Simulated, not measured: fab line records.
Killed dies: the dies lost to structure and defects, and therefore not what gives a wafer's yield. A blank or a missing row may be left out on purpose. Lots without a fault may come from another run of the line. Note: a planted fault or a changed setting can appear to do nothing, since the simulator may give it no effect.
Struck lot and sound lot, side by side + flow nandHarc + 13 out of 1159 route steps
Sound: wafers L967.1, L967.2, L967.4. Struck: wafer L980.5 (left out: L980.6, a lot-mate that was not struck); the cause follows at the end.
For every step that has rows: the tool of each side, followed by ch and its chambers, followed by its first start. Under that, the readings that differ: sound wafers + struck wafers + difference of the means + sigmas: that difference in standard deviations of wafers without a fault.
alike: same words and numbers on both sides, and readings whose means sit less than 2 such deviations apart. not compared: any withheld reading, any reading some wafer has no value for, any bound like >300 that may hide the same value, and any number with overlapping values for which the record gives no deviation.
Wherever a step has rows on one side only, a row that says differs or no value, or a row with sigmas, the two part there. Numbers that have no deviation but don't overlap get no sigmas and don't part them. A reading missing from all wafers of one side parts the sides only when that side holds two or more wafers.

NHARC_P_BONDPAD_INSPECT_23:
  sound: defectInspect-02 at day 7 05:07; struck: defectInspect-01 at day 10 03:51
  alike: rawDefectCount
NHARC_P_BONDPAD_ACTIVATE_29: chemistry N2, time 60 s.
  sound on rieDiel-13 ch 0,2,3, day 7 05:10; struck on rieDiel-11 ch 3, day 10 03:58
| reading                  | sound       | struck | difference | sigmas |
|--------------------------|-------------|--------|------------|--------|
| drypumpMotorCurrentA (A) | 5.3 6.0 5.5 | 6.5    | +0.9       | +2     |
  alike: oesProductAu, rfVppV, showerheadPlenumPTorr
  not compared: rfHoursCounterH
then, 2 steps without rows for these wafers: NHARC_P_BONDPAD_PRECLEAN_30 (cleans in DIW, time 300 s); NHARC_P_BONDPAD_SRD_31 (time 30 s, dry time 20 s).
NHARC_A_START_INSPECT_01:
  sound: defectInspect-01 at day 7 05:34; struck: defectInspect-02 at day 10 04:20
  alike: rawDefectCount
then, 6 steps without rows for these wafers: NHARC_A_ZERO_WELL_PRECLEAN_00 (cleans in SPM, time 600 s); NHARC_A_ZERO_WELL_SRD_01; NHARC_A_ZERO_WELL_DEHYDRATE_02 (time 120 s); NHARC_A_ZERO_WELL_HMDS_03 (time 30 s); NHARC_A_ZERO_WELL_COAT_18 (time 65 s); NHARC_A_ZERO_WELL_COAT_04 (resist thk 600 nm).
NHARC_A_ZERO_WELL_SOFTBAKE_05: time 70 s.
  sound on lithoTrack-02 ch 0, day 7 05:00; struck on lithoTrack-07 ch 0, day 10 04:00
| reading               | sound             | struck | difference | sigmas |
|-----------------------|-------------------|--------|------------|--------|
| heaterPowerTotalW (W) | 200.1 202.6 200.4 | 207.9  | +6.9       | +5     |
  not compared: plateTempC
following that, these wafers have no rows for 1 step: NHARC_A_ZERO_WELL_EBR_06.

== WHERE THEY PART ==
Earliest at NHARC_P_BONDPAD_ACTIVATE_29; latest, in this record, at NHARC_A_ZERO_WELL_SOFTBAKE_05.

WHY: the cause the simulator had injected
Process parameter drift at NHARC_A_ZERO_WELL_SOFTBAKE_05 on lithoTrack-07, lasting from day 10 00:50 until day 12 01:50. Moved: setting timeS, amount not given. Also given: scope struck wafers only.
